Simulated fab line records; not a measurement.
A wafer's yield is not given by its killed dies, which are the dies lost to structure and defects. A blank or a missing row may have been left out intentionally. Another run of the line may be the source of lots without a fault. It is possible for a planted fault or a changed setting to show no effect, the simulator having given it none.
Chamber matching :: flow nand-harc :: 3 sister chambers for NHARC_P_CONTACT_DEP_30 on pecvd-02
The step deposits SiNx, target thk 30 nm. 16 wafers are shown with their chamber, then 8 later ones without.

## EACH WAFER AND ITS CHAMBER
wafer: L075.2
chamber: 2
heater-power-w (W): 838

wafer: L075.4
chamber: 1
heater-power-w (W): 656

wafer: L075.5
chamber: 2
heater-power-w (W): 858

wafer: L079.1
chamber: 1
heater-power-w (W): 601

wafer: L079.4
chamber: 1
heater-power-w (W): 601

wafer: L079.5
chamber: 0
heater-power-w (W): 802

wafer: L087.2
chamber: 1
heater-power-w (W): 592

wafer: L087.4
chamber: 2
heater-power-w (W): 831

wafer: L087.5
chamber: 1
heater-power-w (W): 582

wafer: L088.1
chamber: 1
heater-power-w (W): 568

wafer: L088.3
chamber: 0
heater-power-w (W): 946

wafer: L088.6
chamber: 1
heater-power-w (W): 574

wafer: L086.2
chamber: 1
heater-power-w (W): 581

wafer: L086.3
chamber: 2
heater-power-w (W): 777

wafer: L086.5
chamber: 0
heater-power-w (W): 937

wafer: L090.1
chamber: 0
heater-power-w (W): 832

SIGNATURES, as means of the wafers listed above
reading: heater-power-w
chamber 0: 879.25
chamber 1: 594.38
chamber 2: 826.00
scatter within a chamber: 43.8
Rule: for each reading, subtract the chamber's mean from the wafer's reading, divide by that reading's scatter and square the result; add these up over the readings and take the root, which gives the wafer's distance from the chamber. If the next closest chamber is less than 2 further off than the closest, the wafer can't be placed; otherwise it belongs to the closest. The scatter: take each reading less its chamber's mean, square it, sum over the shown wafers, divide by the number of wafers less the number of chambers, and take the root.

## WAFERS WITHOUT THEIR CHAMBER
wafer: L090.4
heater-power-w (W): 626

wafer: L090.5
heater-power-w (W): 849

wafer: L094.1
heater-power-w (W): 561

wafer: L094.3
heater-power-w (W): 790

wafer: L094.6
heater-power-w (W): 778

wafer: L096.2
heater-power-w (W): 622

wafer: L096.4
heater-power-w (W): 821

wafer: L096.5
heater-power-w (W): 828

## THE CHAMBER EACH PASSED THROUGH
wafer: L090.4
from the rows above: 1
in truth: 1

wafer: L090.5
from the rows above: can't be placed: 2 or 0
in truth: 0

wafer: L094.1
from the rows above: 1
in truth: 1

wafer: L094.3
from the rows above: can't be placed: 2 or 0
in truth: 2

wafer: L094.6
from the rows above: can't be placed: 2 or 0
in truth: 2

wafer: L096.2
from the rows above: 1
in truth: 1

wafer: L096.4
from the rows above: can't be placed: 2 or 0
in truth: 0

wafer: L096.5
from the rows above: can't be placed: 2 or 0
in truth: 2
3 of 8 placed correctly. From these rows, 5 cannot be placed; in 5 the true chamber is one of the candidates. Placed wrongly: 0.
